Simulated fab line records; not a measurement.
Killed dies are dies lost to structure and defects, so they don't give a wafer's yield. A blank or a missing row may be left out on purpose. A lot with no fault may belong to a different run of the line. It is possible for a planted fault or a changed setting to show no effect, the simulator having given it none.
Chamber matching || flow n5-finfet || 4 sister chambers for N5_BEOL_M0_SAQP_ETCH_83 on rie-diel-06
The step etches SiARC in CF4, target depth 39 nm, time 65 s. 8 wafers are shown with their chamber, then 7 later ones without.

## EACH WAFER AND ITS CHAMBER
{"wafer": "L080.2", "chamber": 3, "showerhead-plenum-p-Torr (Torr)": 2.22, "oes-product-au (a.u.)": 0.62}
{"wafer": "L080.5", "chamber": 1, "showerhead-plenum-p-Torr (Torr)": 2.12, "oes-product-au (a.u.)": 0.59}
{"wafer": "L080.6", "chamber": 2, "showerhead-plenum-p-Torr (Torr)": 2.23, "oes-product-au (a.u.)": 0.64}
{"wafer": "L083.1", "chamber": 0, "showerhead-plenum-p-Torr (Torr)": 2.08, "oes-product-au (a.u.)": 0.68}
{"wafer": "L083.4", "chamber": 2, "showerhead-plenum-p-Torr (Torr)": 2.23, "oes-product-au (a.u.)": 0.64}
{"wafer": "L083.5", "chamber": 0, "showerhead-plenum-p-Torr (Torr)": 2.08, "oes-product-au (a.u.)": 0.68}
{"wafer": "L092.4", "chamber": 1, "showerhead-plenum-p-Torr (Torr)": 2.11, "oes-product-au (a.u.)": 0.58}
{"wafer": "L092.5", "chamber": 3, "showerhead-plenum-p-Torr (Torr)": 2.21, "oes-product-au (a.u.)": 0.61}

## WAFERS WITHOUT THEIR CHAMBER
{"wafer": "L092.6", "showerhead-plenum-p-Torr (Torr)": 2.23, "oes-product-au (a.u.)": 0.64}
{"wafer": "L095.1", "showerhead-plenum-p-Torr (Torr)": 2.11, "oes-product-au (a.u.)": 0.58}
{"wafer": "L095.3", "showerhead-plenum-p-Torr (Torr)": 2.21, "oes-product-au (a.u.)": 0.61}
{"wafer": "L095.5", "showerhead-plenum-p-Torr (Torr)": 2.21, "oes-product-au (a.u.)": 0.61}
{"wafer": "L097.1", "showerhead-plenum-p-Torr (Torr)": 2.07, "oes-product-au (a.u.)": 0.66}
{"wafer": "L097.3", "showerhead-plenum-p-Torr (Torr)": 2.11, "oes-product-au (a.u.)": 0.58}
{"wafer": "L097.5", "showerhead-plenum-p-Torr (Torr)": 2.07, "oes-product-au (a.u.)": 0.66}

## CHAMBER TAKEN BY EACH
{"wafer": "L092.6", "from the rows above": 2, "in truth": 2}
{"wafer": "L095.1", "from the rows above": 1, "in truth": 1}
{"wafer": "L095.3", "from the rows above": 3, "in truth": 3}
{"wafer": "L095.5", "from the rows above": 3, "in truth": 3}
{"wafer": "L097.1", "from the rows above": 0, "in truth": 0}
{"wafer": "L097.3", "from the rows above": 1, "in truth": 1}
{"wafer": "L097.5", "from the rows above": 0, "in truth": 0}
7 of 7 placed correctly. Left unplaced by these rows: 0. Wrongly placed: 0.
How it was worked out, from the rows above alone: a wafer's distance from a chamber is the root of the sum, over the readings, of the square of ((its reading less the chamber's mean) divided by the reading's scatter). If the next closest chamber is less than 2 further off than the closest, the wafer can't be placed; otherwise it belongs to the closest. Each chamber's mean is taken over the wafers shown for it. The scatter: take each reading less its chamber's mean, square it, sum over the shown wafers, divide by the number of wafers less the number of chambers, and take the root.
